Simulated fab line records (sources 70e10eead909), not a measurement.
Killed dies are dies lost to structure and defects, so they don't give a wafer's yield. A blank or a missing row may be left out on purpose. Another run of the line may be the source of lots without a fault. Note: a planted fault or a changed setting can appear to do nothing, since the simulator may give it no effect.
fab line records | flow nandHarc
record: lots: 11 | wafers: 33 | lastDay: 33
route steps=1302 shown A_SLIT@939 A_WL_FILL@965
lots that met no fault: from a run of the same line without faults
startH: start of the lot's first displayed wafer, in hours after the record's first day | waitH: hours from the lot's prior step to this one | " same as the row above | L1.1+2: a row that stands for several wafers | - either no value or no given start | * or withheld: withheld | < > ~ a bound
route shown NAME@n: NAME is a module with steps in the file, n the number in the route of the first one | usual: mean/standard deviation of fault-free wafers | same: alike in all rows | chamber/n: place in a boat | sites: the reading at each site | _std_site: standard deviation across them | _edge_site: mean of outer sites minus mean of inner sites | radiusMm: how far each site lies from the wafer's centre | mask NAME#n: copy n | behind: the tool/chamber that last shaped the wafer | hold: reason for holding the lot/hours on hold/outcome of the hold | device: whichever transistor did not switch (one of n, p or np) | end of line: the route-end tests of the same wafers | a step given without rows: its recipe and nothing more | killed: at the first sort, the dies lost to defects and structure; wafer yield is something else | map: a wafer's dies, marking killed ones x, the rest . and places with no die _
set.NAME: the run value of the setting; set.NAME@STEP: its run value at that earlier step | model.NAME: the simulator's own value behind a step, which no gauge read
steps of the route over a sample of lots; a table a step, a row a wafer
services: a tool's chamber out of use, with start hour (startH, from the record's first day; less than 0 if before it), hours out, and reason
== steps ==
step: NHARC_A_SLIT_ETCH_17
recipe: biasV: 900 | sourceW: withheld | pressureMtorr: 20 | arFlowSccm: 375 | c4f8FlowSccm: 83.3 | o2FlowSccm: 41.7 | timeS: 4254.5 | targetDepthA: 2.03e+05 | chemistry: C4F8/O2/Ar
usual: c4f8FlowSccm: 83.31/0.27 | drypumpMotorCurrentA: 6.3/0.37 | mfcArSccm: 375.1/1.3 | showerheadPlenumPTorr: 3.68/0.12 | throttleValvePct: 32.045/0.01
lot.wafer | tool       | chamber | startH | waitH | c4f8FlowSccm | drypumpMotorCurrentA | mfcArSccm | rfHoursCounterH | showerheadPlenumPTorr | throttleValvePct
L217.1    | harEtch-02 | 1       | 450.04 | -     | 83.14        | 6.2                  | 376.1     | 31              | 3.92                  | 32.047
L217.2    | "          | 0       | "      | "     | 83.34        | 6.6                  | 372.8     | 31              | 3.69                  | 32.051
L217.4    | "          | 0       | 451.85 | -     | 83.23        | 6.6                  | 375.6     | -               | 3.69                  | 32.059
L220.1    | harEtch-02 | 1       | 482.26 | -     | 83.77        | 6.2                  | 375.8     | 51              | 3.91                  | 32.046
L220.4    | "          | 0       | 484.05 | -     | 83.04        | 6.6                  | 374.4     | -               | 3.68                  | 32.057
L220.6    | "          | 1       | "      | "     | 83.48        | 6.2                  | 376.5     | -               | 3.91                  | 32.048
L222.3    | harEtch-01 | 0       | 499.57 | -     | 83.69        | 6.6                  | 374.0     | -               | 3.64                  | 32.043
L222.5    | "          | 1       | "      | "     | 83.17        | 5.7                  | 374.3     | -               | 3.61                  | 32.053
L222.6    | "          | 0       | "      | "     | 83.65        | 6.6                  | 375.3     | -               | 3.64                  | 32.025
L227.4    | harEtch-01 | 0       | 550.79 | -     | 83.31        | 6.5                  | 377.9     | -               | 3.62                  | 32.048
L227.3    | "          | 1       | "      | "     | 82.61        | 5.7                  | 375.9     | -               | 3.59                  | 32.031
L227.6    | "          | 1       | 552.60 | -     | 83.02        | 5.7                  | 376.4     | -               | 3.59                  | 32.053
L226.2    | harEtch-02 | 1       | 552.42 | -     | 82.68        | 6.2                  | 374.1     | 93              | 3.89                  | 32.048
L226.1    | "          | 0       | "      | "     | 83.42        | 6.6                  | 375.4     | 93              | 3.66                  | 32.030
L226.4    | "          | 0       | 554.25 | -     | 83.19        | 6.6                  | 374.0     | -               | 3.66                  | 32.047
L228.2    | harEtch-02 | 1       | 570.79 | -     | 83.18        | 6.2                  | 377.1     | 100             | 3.88                  | 32.049
L228.1    | "          | 0       | "      | "     | 82.99        | 6.6                  | 373.1     | 100             | 3.65                  | 32.053
L228.6    | "          | 0       | 573.78 | -     | 82.91        | 6.6                  | 376.0     | -               | 3.65                  | 32.018
L233.2    | harEtch-01 | 0       | 619.08 | -     | 83.49        | 6.6                  | 373.9     | 345             | 3.60                  | 32.048
L233.4    | "          | 1       | 620.88 | -     | 82.67        | 5.7                  | 374.7     | -               | 3.57                  | 32.026
L233.6    | "          | 0       | "      | "     | 83.62        | 6.6                  | 373.0     | -               | 3.60                  | 32.048
L234.2    | harEtch-01 | 0       | 631.93 | -     | 82.97        | 6.6                  | 378.2     | 352             | 3.60                  | 32.046
L234.3    | "          | 1       | "      | "     | 83.52        | 5.7                  | 374.2     | -               | 3.57                  | 32.059
L234.5    | "          | 0       | 634.36 | -     | 83.43        | 6.6                  | 376.6     | -               | 3.60                  | 32.033
L236.2    | harEtch-01 | 0       | 640.38 | -     | 83.10        | 6.6                  | 378.7     | 360             | 3.59                  | 32.052
L236.5    | "          | 0       | 642.79 | -     | 83.24        | 6.6                  | 376.5     | -               | 3.59                  | 32.038
L236.6    | "          | 1       | "      | "     | 82.94        | 5.7                  | 373.6     | -               | 3.56                  | 32.047
L237.3    | harEtch-02 | 0       | 664.26 | -     | 83.12        | 6.6                  | 373.5     | -               | 3.63                  | 32.050
L237.6    | "          | 1       | "      | "     | 83.28        | 6.2                  | 375.5     | -               | 3.85                  | 32.049
L237.5    | "          | 0       | "      | "     | 83.06        | 6.6                  | 373.6     | -               | 3.63                  | 32.034
L239.3    | harEtch-02 | 1       | 678.72 | -     | 83.61        | 6.2                  | 376.7     | -               | 3.85                  | 32.041
L239.5    | "          | 1       | 679.94 | -     | 83.06        | 6.2                  | 378.0     | -               | 3.85                  | 32.054
L239.6    | "          | 0       | "      | "     | 83.24        | 6.6                  | 376.1     | -               | 3.62                  | 32.052
step: NHARC_A_SLIT_ETCH_26
recipe: biasV: 400 | sourceW: 2000 | pressureMtorr: 25 | timeS: 90 | arFlowSccm: 375 | c4f8FlowSccm: 41.7 | o2FlowSccm: 83.3 | targetDepthA: 4000 | chemistry: C4F8/O2/Ar
usual: c4f8FlowSccm: 41.72/0.12 | drypumpMotorCurrentA: 6.3/0.37 | mfcArSccm: 374.9/1.1 | showerheadPlenumPTorr: 3.71/0.12 | throttleValvePct: 27.621/0.0083
lot.wafer | tool       | chamber | startH | waitH | c4f8FlowSccm | drypumpMotorCurrentA | mfcArSccm | rfHoursCounterH | showerheadPlenumPTorr | throttleValvePct
L217.1    | harEtch-02 | 1       | 453.67 | 3.0   | 41.92        | 6.2                  | 376.7     | 34              | 3.96                  | 27.624
L217.2    | "          | 0       | "      | "     | 41.71        | 6.6                  | 373.4     | 34              | 3.72                  | 27.624
L217.4    | "          | 0       | "      | "     | 41.83        | 6.6                  | 372.8     | -               | 3.72                  | 27.633
L220.1    | harEtch-02 | 1       | 485.85 | 3.0   | 41.52        | 6.2                  | 373.7     | 54              | 3.95                  | 27.608
L220.4    | "          | 0       | "      | "     | 41.71        | 6.6                  | 373.3     | -               | 3.71                  | 27.616
L220.6    | "          | 1       | "      | "     | 41.68        | 6.2                  | 373.8     | -               | 3.95                  | 27.615
L222.3    | harEtch-01 | 0       | 501.47 | 1.3   | 41.60        | 6.6                  | 376.5     | -               | 3.67                  | 27.608
L222.5    | "          | 1       | "      | "     | 41.95        | 5.7                  | 374.1     | -               | 3.64                  | 27.620
L222.6    | "          | 0       | "      | "     | 41.84        | 6.6                  | 377.0     | -               | 3.67                  | 27.623
L227.4    | harEtch-01 | 0       | 553.27 | 1.9   | 41.72        | 6.5                  | 377.1     | -               | 3.65                  | 27.604
L227.3    | "          | 1       | "      | "     | 41.69        | 5.7                  | 375.1     | -               | 3.62                  | 27.626
L227.6    | "          | 1       | "      | "     | 41.78        | 5.7                  | 373.8     | -               | 3.62                  | 27.643
L226.2    | harEtch-02 | 1       | 556.08 | 3.0   | 41.63        | 6.2                  | 375.4     | 96              | 3.92                  | 27.624
L226.1    | "          | 0       | "      | "     | 41.71        | 6.6                  | 373.9     | 96              | 3.69                  | 27.615
L226.4    | "          | 0       | "      | "     | 41.54        | 6.6                  | 375.1     | -               | 3.69                  | 27.619
L228.2    | harEtch-02 | 1       | 574.37 | 3.0   | 41.50        | 6.2                  | 374.2     | 103             | 3.92                  | 27.608
L228.1    | "          | 0       | "      | "     | 41.52        | 6.6                  | 372.6     | 103             | 3.68                  | 27.617
L228.6    | "          | 0       | "      | "     | 41.71        | 6.6                  | 375.3     | -               | 3.69                  | 27.617
L233.2    | harEtch-01 | 0       | 622.68 | 3.0   | 41.97        | 6.5                  | 375.9     | 348             | 3.63                  | 27.620
L233.4    | "          | 1       | "      | "     | 41.79        | 5.7                  | 375.6     | -               | 3.60                  | 27.626
L233.6    | "          | 0       | "      | "     | 41.75        | 6.5                  | 375.4     | -               | 3.63                  | 27.619
L234.2    | harEtch-01 | 0       | 635.01 | 2.5   | 41.91        | 6.6                  | 375.3     | 355             | 3.63                  | 27.635
L234.3    | "          | 1       | "      | "     | 41.69        | 5.7                  | 374.7     | -               | 3.59                  | 27.629
L234.5    | "          | 0       | "      | "     | 41.67        | 6.5                  | 373.4     | -               | 3.63                  | 27.618
L236.2    | harEtch-01 | 0       | 644.00 | 3.0   | 41.90        | 6.6                  | 373.9     | 363             | 3.62                  | 27.613
L236.5    | "          | 0       | "      | "     | 41.87        | 6.6                  | 374.8     | -               | 3.62                  | 27.626
L236.6    | "          | 1       | "      | "     | 41.95        | 5.7                  | 375.2     | -               | 3.59                  | 27.618
L237.3    | harEtch-02 | 0       | 666.16 | 1.3   | 41.64        | 6.6                  | 375.2     | -               | 3.66                  | 27.627
L237.6    | "          | 1       | "      | "     | 41.60        | 6.2                  | 375.3     | -               | 3.89                  | 27.634
L237.5    | "          | 0       | "      | "     | 41.73        | 6.6                  | 374.6     | -               | 3.65                  | 27.609
L239.3    | harEtch-02 | 1       | 681.23 | 1.9   | 41.64        | 6.2                  | 373.6     | -               | 3.88                  | 27.620
L239.5    | "          | 1       | "      | "     | 41.55        | 6.2                  | 372.4     | -               | 3.88                  | 27.621
L239.6    | "          | 0       | "      | "     | 41.50        | 6.6                  | 375.1     | -               | 3.65                  | 27.622
step: NHARC_A_WL_FILL_ALD_10
recipe: targetThkA: 500 | pulseTimeS: 10 | aldCycles: 500 | tempC: 300 | material: SiO2
usual: aldCycles: 500/0 | heaterPowerW: 467/40 | precursorPulseHeightRel: 0.998/0.018
lot.wafer | tool     | chamber | startH | waitH | aldCycles | heaterPowerW | precursorPulseHeightRel
L217.4    | aldHk-01 | 2       | 468.77 | 0.1   | 500       | 487          | 0.992
L217.1    | "        | 3       | "      | "     | 500       | 430          | 0.982
L217.2    | "        | 0       | "      | "     | 500       | 498          | 1.007
L220.4    | aldHk-04 | 3       | 502.32 | 0.1   | 500       | 436          | 1.019
L220.1    | "        | 2       | 503.85 | 1.6   | 500       | 450          | 0.966
L220.6    | "        | 0       | 504.87 | 2.6   | 500       | 479          | 1.015
L222.3    | aldHk-02 | 2       | 517.31 | 1.1   | 500       | 393          | 0.999
L222.5    | "        | 0       | 518.35 | 2.1   | 500       | 488          | 0.951
L222.6    | "        | 1       | "      | "     | 500       | 456          | 0.975
L226.1    | aldHk-02 | 3       | 571.71 | 0.1   | 500       | 474          | 0.994
L226.2    | "        | 1       | 572.73 | 1.1   | 500       | 453          | 0.988
L226.4    | "        | 2       | "      | "     | 500       | 387          | 0.982
L227.4    | aldHk-04 | 0       | 571.71 | 0.1   | 500       | 481          | 1.001
L227.3    | "        | 3       | 573.24 | 1.6   | 463       | 450          | 1.010
L227.6    | "        | 1       | 574.26 | 2.6   | 500       | 544          | 0.976
L228.2    | aldHk-04 | 3       | 588.91 | 0.1   | 500       | 426          | 0.997
L228.1    | "        | 2       | 590.48 | 1.6   | 463       | 464          | 1.005
L228.6    | "        | 0       | 591.52 | 2.7   | 500       | 489          | 0.981
L233.2    | aldHk-01 | 0       | 643.85 | 2.1   | 500       | 494          | 1.001
L233.4    | "        | 1       | 644.91 | 3.1   | 500       | 427          | 0.946
L233.6    | "        | 0       | 648.08 | 6.3   | 500       | 500          | 1.013
L234.2    | aldHk-01 | 1       | 651.50 | 0.1   | 500       | 434          | 0.981
L234.3    | "        | 3       | 653.59 | 2.1   | 500       | 438          | 0.985
L234.5    | "        | 1       | 655.67 | 4.2   | 500       | 412          | 1.006
L236.2    | aldHk-04 | 2       | 662.08 | 0.6   | 500       | 450          | 1.008
L236.6    | "        | 1       | 663.62 | 2.1   | 500       | 501          | 0.996
L236.5    | "        | 2       | "      | "     | 500       | 449          | 0.977
L237.3    | aldHk-04 | 2       | 681.59 | 0.6   | 500       | 458          | 1.012
L237.5    | "        | 1       | 683.11 | 2.1   | 500       | 519          | 0.957
L237.6    | "        | 2       | "      | "     | 500       | 453          | 0.985
L239.3    | aldHk-04 | 3       | 697.78 | 1.1   | 500       | 440          | 1.008
L239.5    | "        | 1       | 698.81 | 2.1   | 500       | 507          | 1.020
L239.6    | "        | 2       | "      | "     | 500       | 445          | 0.982
step: NHARC_A_WL_FILL_STRIP_29
recipe: timeS: 20 | o2FlowSccm: 500 | arFlowSccm: 0 | biasW: 0 | chemistry: O2
usual: drypumpMotorCurrentA: 6.1/0.41 | mfcArSccm: 0.009/0.011 | oesProductAu: 1.001/0.0095 | rfVppV: 57.9/0.91 | showerheadPlenumPTorr: 3.53/0.13 | throttleValvePct: 17.035/0.0092
lot.wafer | tool       | chamber | startH | waitH | drypumpMotorCurrentA | mfcArSccm | oesProductAu | rfHoursCounterH | rfVppV | showerheadPlenumPTorr | throttleValvePct
L217.4    | rieDiel-05 | 1       | 473.52 | 0.1   | 6.4                  | 0         | 1.020        | 0.9             | 56.2   | 3.42                  | 17.028
L217.2    | "          | 2       | "      | "     | 5.7                  | 0.013     | 1.005        | 1.8             | 57.9   | 3.62                  | 17.047
L217.1    | "          | 0       | "      | "     | 6.1                  | 0.040     | 0.988        | 1.6             | 58.0   | 3.65                  | 17.036
L220.4    | rieDiel-06 | 1       | 507.04 | 0.1   | 5.9                  | 0         | 0.991        | 0.5             | 58.4   | 3.69                  | 17.022
L220.1    | "          | 2       | "      | "     | 6.6                  | 0.027     | 1.021        | 0.5             | 57.1   | 3.48                  | 17.039
L220.6    | "          | 0       | "      | "     | 6.1                  | 0.010     | 1.006        | -               | 58.2   | 3.42                  | 17.046
L222.3    | rieDiel-05 | 1       | 521.04 | 0.1   | 6.4                  | 0         | 0.994        | 2.2             | 58.3   | 3.42                  | 17.029
L222.5    | "          | 2       | "      | "     | 5.6                  | 0.013     | 1.005        | -               | 58.8   | 3.62                  | 17.026
L222.6    | "          | 3       | "      | "     | 4.8                  | 0         | 1.008        | -               | 59.3   | 3.53                  | 17.031
L227.3    | rieDiel-06 | 3       | 576.42 | 0.1   | 5.9                  | 0.009     | 0.984        | 4.8             | 56.5   | 3.34                  | 17.035
L227.4    | "          | 0       | "      | "     | 6.1                  | 0.010     | 0.997        | 4.6             | 55.6   | 3.42                  | 17.028
L227.6    | "          | 3       | "      | "     | 5.9                  | 0.009     | 0.983        | -               | 58.2   | 3.34                  | 17.026
L226.4    | rieDiel-05 | 1       | 576.42 | 0.1   | 6.4                  | 0         | 0.993        | 4.4             | 57.4   | 3.42                  | 17.045
L226.1    | "          | 3       | "      | "     | 4.8                  | 0         | 1.021        | 5.2             | 57.6   | 3.53                  | 17.023
L226.2    | "          | 0       | "      | "     | 6.1                  | 0.040     | 0.986        | 4.9             | 57.9   | 3.65                  | 17.037
L228.1    | rieDiel-02 | 1       | 593.70 | 0.1   | 6.2                  | 0         | 1.020        | 0.2             | 60.0   | 3.75                  | 17.033
L228.2    | "          | 2       | "      | "     | 6.4                  | 0.014     | 1.012        | 0.2             | 57.8   | 3.49                  | 17.027
L228.6    | "          | 1       | "      | "     | 6.2                  | 0         | 1.016        | -               | 57.1   | 3.75                  | 17.024
L233.4    | rieDiel-02 | 2       | 650.78 | 0.1   | 6.4                  | 0.014     | 1.009        | 1.6             | 57.7   | 3.49                  | 17.043
L233.2    | "          | 3       | "      | "     | 5.6                  | 0.007     | 1.010        | 1.4             | 57.8   | 3.63                  | 17.046
L233.6    | "          | 2       | "      | "     | 6.4                  | 0.014     | 1.011        | -               | 56.2   | 3.49                  | 17.033
L234.2    | rieDiel-02 | 0       | 659.41 | 0.1   | 6.4                  | 0         | 0.997        | 1.4             | 57.9   | 3.40                  | 17.021
L234.3    | "          | 2       | "      | "     | 6.4                  | 0.014     | 1.013        | 1.6             | 56.4   | 3.49                  | 17.041
L234.5    | "          | 3       | "      | "     | 5.6                  | 0.007     | 0.999        | -               | 59.4   | 3.63                  | 17.022
L236.2    | rieDiel-05 | 3       | 666.30 | 0.1   | 4.8                  | 0         | 1.005        | 1.7             | 57.3   | 3.52                  | 17.026
L236.6    | "          | 1       | "      | "     | 6.4                  | 0         | 1.001        | -               | 56.7   | 3.42                  | 17.028
L236.5    | "          | 2       | "      | "     | 5.7                  | 0.013     | 0.998        | -               | 57.2   | 3.62                  | 17.031
L237.3    | rieDiel-06 | 1       | 685.79 | 0.1   | 5.9                  | 0         | 1.012        | 0.2             | 58.7   | 3.69                  | 17.047
L237.5    | "          | 3       | "      | "     | 5.9                  | 0.009     | 1.013        | -               | 57.9   | 3.33                  | 17.035
L237.6    | "          | 0       | "      | "     | 6.1                  | 0.010     | 1.002        | -               | 58.3   | 3.42                  | 17.041
L239.3    | rieDiel-02 | 3       | 701.50 | 0.1   | 5.6                  | 0.007     | 1.001        | 2.3             | 58.3   | 3.63                  | 17.028
L239.6    | "          | 2       | "      | "     | 6.4                  | 0.014     | 0.996        | -               | 57.3   | 3.49                  | 17.010
L239.5    | "          | 3       | "      | "     | 5.6                  | 0.007     | 0.998        | -               | 57.8   | 3.63                  | 17.048
== services ==
tool       | chamber | startH | hours | kind
aldHk-04   | -       | 433.83 | 10.0  | pm
rieDiel-06 | 3       | 434.02 | 18.0  | repair
rieDiel-05 | 1       | 441.24 | 4.0   | repair
rieDiel-05 | 0       | 444.62 | 1.9   | repair
rieDiel-06 | 2       | 469.29 | 1.2   | repair
aldHk-01   | -       | 481.47 | 10.0  | pm
rieDiel-06 | -       | 484.58 | 9.0   | pm
rieDiel-05 | -       | 494.02 | 0.2   | repair
aldHk-02   | -       | 528.20 | 10.0  | pm
rieDiel-02 | 0       | 542.29 | 1.4   | repair
rieDiel-06 | 2       | 544.64 | 3.0   | repair
rieDiel-05 | 2       | 548.54 | 9.1   | repair
rieDiel-02 | -       | 570.75 | 9.0   | pm
rieDiel-05 | 2       | 578.13 | 4.0   | repair
rieDiel-05 | -       | 583.60 | 9.0   | pm
rieDiel-05 | 3       | 605.79 | 5.5   | repair
aldHk-04   | -       | 611.83 | 10.0  | pm
rieDiel-06 | -       | 611.86 | 0.5   | repair
rieDiel-05 | -       | 642.00 | 0.4   | repair
harEtch-02 | -       | 651.84 | 3.9   | repair
aldHk-01   | -       | 659.47 | 10.0  | pm
rieDiel-02 | 2       | 661.23 | 5.2   | repair
rieDiel-06 | -       | 661.58 | 9.0   | pm
rieDiel-06 | 2       | 684.46 | 6.3   | repair
== key ==
firstSign: step: NHARC_A_WL_FILL_ALD_10 | reading: aldCycles | direction: down | sigmas: 99+ | usual: 500 | struck: 463
effect none on later readings
metAt NHARC_A_WL_FILL_ALD_10
struckLots L227,L228
struckWafers L227.3,L228.1
testerLeftOut L227,L228
notActingAt NHARC_A_SLIT_ETCH_17,NHARC_A_SLIT_ETCH_26,NHARC_A_WL_FILL_STRIP_29
onsetBetween 502.32 571.71
fault: kind: processParameterDrift | tool: aldHk-04 | chamber: - | onsetH: 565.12 | steps: NHARC_A_WL_FILL_ALD_10 | channel: aldCycles | offset: -37 | shape: step | endH: 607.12 | scope: struckWafersOnly | actsIn: theseRecipesOnly | stated: 500
testerLeftOut: of these lots the tester's yield and bins aren't shown, on N5 and GAA mostly nor the transistor test; their killed dies are dies lost to structure and defects alone, not to doping, threshold or leakage, so they don't give the yield
